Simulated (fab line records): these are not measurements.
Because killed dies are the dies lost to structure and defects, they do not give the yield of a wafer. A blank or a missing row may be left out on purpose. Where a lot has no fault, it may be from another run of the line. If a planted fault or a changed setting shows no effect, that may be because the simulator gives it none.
Chamber matching || flow nandHarc || cmp-02 running NHARC_THIN_TSV_CMP_21: 4 sister chambers
The step polishes, t overpolish 30 s, target thk 2000 nm. 14 wafers are shown with their chamber, then 7 later ones without.

WAFERS WITH THEIR CHAMBER
{"wafer": "L125.2", "chamber": 0, "motorCurrentA (A)": 13.2, "overpolishRunS (s)": 29.990}
{"wafer": "L125.3", "chamber": 1, "motorCurrentA (A)": 13.0, "overpolishRunS (s)": 30.010}
{"wafer": "L125.5", "chamber": 2, "motorCurrentA (A)": 10.8, "overpolishRunS (s)": 29.993}
{"wafer": "L127.1", "chamber": 1, "motorCurrentA (A)": 13.2, "overpolishRunS (s)": 29.995}
{"wafer": "L127.3", "chamber": 0, "motorCurrentA (A)": 11.9, "overpolishRunS (s)": 30.014}
{"wafer": "L127.6", "chamber": 2, "motorCurrentA (A)": 11.0, "overpolishRunS (s)": 30.006}
{"wafer": "L129.1", "chamber": 0, "motorCurrentA (A)": 12.5, "overpolishRunS (s)": 30.000}
{"wafer": "L129.3", "chamber": 2, "motorCurrentA (A)": 10.6, "overpolishRunS (s)": 29.998}
{"wafer": "L129.5", "chamber": 2, "motorCurrentA (A)": 10.8, "overpolishRunS (s)": 29.997}
{"wafer": "L133.1", "chamber": 1, "motorCurrentA (A)": 13.2, "overpolishRunS (s)": 30.005}
{"wafer": "L133.4", "chamber": 2, "motorCurrentA (A)": 11.1, "overpolishRunS (s)": 29.981}
{"wafer": "L133.5", "chamber": 3, "motorCurrentA (A)": 12.6, "overpolishRunS (s)": 30.001}
{"wafer": "L137.2", "chamber": 0, "motorCurrentA (A)": 13.0, "overpolishRunS (s)": 30.018}
{"wafer": "L137.3", "chamber": 2, "motorCurrentA (A)": 10.6, "overpolishRunS (s)": 29.991}

SIGNATURES, as means of the wafers listed above
{"reading": "motorCurrentA", "chamber 0": 12.650, "chamber 1": 13.133, "chamber 2": 10.817, "chamber 3": 12.600, "scatter within a chamber": 0.353}
{"reading": "overpolishRunS", "chamber 0": 30.00550, "chamber 1": 30.00333, "chamber 2": 29.99433, "chamber 3": 30.00100, "scatter within a chamber": 0.00981}
Rule: for each reading, subtract the chamber's mean from the wafer's reading, divide by that reading's scatter and square the result; add these up over the readings and take the root, which gives the wafer's distance from the chamber. If the next closest chamber is less than 2 further off than the closest, the wafer can't be placed; otherwise it belongs to the closest. How the scatter is found: for the shown wafers, subtract from each reading the mean of its chamber, square and add these, divide the total by (wafers less chambers), then take the root.

WAFERS WHOSE CHAMBER IS MISSING
{"wafer": "L137.5", "motorCurrentA (A)": 13.5, "overpolishRunS (s)": 30.002}
{"wafer": "L140.1", "motorCurrentA (A)": 13.1, "overpolishRunS (s)": 29.987}
{"wafer": "L140.3", "motorCurrentA (A)": 13.5, "overpolishRunS (s)": 30.019}
{"wafer": "L140.4", "motorCurrentA (A)": 10.2, "overpolishRunS (s)": 30.005}
{"wafer": "L148.1", "motorCurrentA (A)": 12.1, "overpolishRunS (s)": 30.005}
{"wafer": "L148.3", "motorCurrentA (A)": 13.4, "overpolishRunS (s)": 30.009}
{"wafer": "L148.6", "motorCurrentA (A)": 12.2, "overpolishRunS (s)": 29.997}

WHICH CHAMBER EACH WENT THROUGH
{"wafer": "L137.5", "from the rows above": "can't be placed: 1 or 0 or 3", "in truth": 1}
{"wafer": "L140.1", "from the rows above": "can't be placed: 1 or 3 or 0", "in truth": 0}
{"wafer": "L140.3", "from the rows above": "can't be placed: 1 or 0 or 3", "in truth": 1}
{"wafer": "L140.4", "from the rows above": 2, "in truth": 2}
{"wafer": "L148.1", "from the rows above": "can't be placed: 3 or 0 or 1", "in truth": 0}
{"wafer": "L148.3", "from the rows above": "can't be placed: 1 or 0 or 3", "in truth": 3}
{"wafer": "L148.6", "from the rows above": "can't be placed: 3 or 0 or 1", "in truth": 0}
1 of 7 placed correctly. Not placeable from these rows: 6 (in 6, the candidates include the true chamber). Placed wrongly: 0.
